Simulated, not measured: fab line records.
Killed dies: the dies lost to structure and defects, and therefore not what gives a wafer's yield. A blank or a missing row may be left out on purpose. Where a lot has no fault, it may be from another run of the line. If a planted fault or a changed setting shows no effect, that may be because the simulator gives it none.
Comparing a struck lot with a sound one / flow n5Finfet / 14 out of 1938 route steps
Sound: the wafers L661.2, L661.4, L661.5. The struck wafers were L676.1, L676.5. The cause is given at the end.
Order at every step that has rows: each side's tool, ch and its chambers, its first start. Under that, the readings that differ: sound wafers / struck wafers / difference of the means / sigmas: that difference in standard deviations of wafers without a fault.
alike: a reading whose means differ by less than 2 such deviations, as well as words and numbers matching on both sides. not compared: withheld readings; readings where some wafer has no value; bounds like >300 that might hide an equal value; numbers whose values overlap and for which the record gives no deviation.
The two part at a step that has a row with sigmas, a row that says differs or no value, or rows on one side only. When numbers do not overlap yet have no deviation, they are printed without sigmas and do not part them. A reading that every wafer of one side lacks parts them only if that side has two wafers or more.

N5_BEOL_M12_OCD_MEAS_35:
  sound on ocd-02 at day 11 04:25; struck on ocd-01 at day 15 19:13
  alike: trenchDepthNm
then, 1 step without rows for these wafers: N5_BEOL_M12_STRIP_37 (strips in N2/H2).
N5_BEOL_M12_ETCH_38: etches SiCN in CF4/N2, target depth 68.7 nm, time 73.4 s.
  sound on rieDiel-03 ch 0,2,3, day 11 04:32; struck on rieDiel-03 ch 0,3, day 15 20:04
  alike: cf4FlowSccm, drypumpMotorCurrentA, n2FlowSccm, oesProductAu, rfVppV, showerheadPlenumPTorr, throttleValvePct
  not compared: rfHoursCounterH
then, 2 steps without rows for these wafers: N5_BEOL_M12_PRECLEAN_39 (cleans in residue remover, time 60 s); N5_BEOL_M12_SRD_40 (time 30 s, dry time 30 s).
N5_BEOL_M12_DEGAS_41: time 60 s.
  sound on pvdSputter-03 at day 11 06:41; struck on pvdSputter-02 at day 15 20:32
  alike: heaterPowerW
N5_BEOL_M12_PRE_CLEAN_42: time 30 s.
  sound on pvdSputter-03 at day 11 06:43; struck on pvdSputter-02 at day 15 20:35
  alike: heaterPowerW
then, 2 steps without rows for these wafers: N5_BEOL_M12_SPUTTER_43 (material TaN, target thk 15 nm, time 24.19 s); N5_BEOL_M12_SPUTTER_44 (material Ta, target thk 10 nm, time 16.13 s).
N5_BEOL_M12_SPUTTER_45: material Cu, target thk 80 nm, time 13.33 s.
  sound on pvdSputter-03 at day 11 06:55; struck on pvdSputter-02 at day 15 20:47
  alike: throttleValvePct
then, 1 step without rows for these wafers: N5_BEOL_M12_ECD_47 (material Cu, target thk 720 nm).
N5_BEOL_M12_ANNEAL_48: time 90 s.
  sound on rtpAnneal-01 ch 0, day 11 07:14; struck on rtpAnneal-01 ch 0, day 15 21:02
  alike: wafer_temp_C_max
N5_BEOL_M12_CMP_49: polishes, stops on SiOC, t overpolish 20.6 s, target thk 320 nm.
  sound on cmp-01 ch 0,1,2, day 11 07:35; struck on cmp-04 ch 1,3, day 15 21:25
reading=barrierFieldEndpointS (s); sound=30.7 31.0 29.3; struck=17.1 16.4; difference=-13.6; sigmas=-20
reading=model.Cu_of_BEOL_M12_ECD_47.thkNm (nm); sound=322.4 323.4 317.6; struck=313.6 316; difference=-6.3; sigmas=
  alike: motorCurrentA, overpolishRunS
then, 1 step without rows for these wafers: N5_PASSIVATION_PROBE_49.

WHERE THEY PART
N5_BEOL_M12_CMP_49 only, going by this record.

WHY: whatever the simulator had introduced
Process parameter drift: cmp-04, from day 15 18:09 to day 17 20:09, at N5_BEOL_M12_CMP_49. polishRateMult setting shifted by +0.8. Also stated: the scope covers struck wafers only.
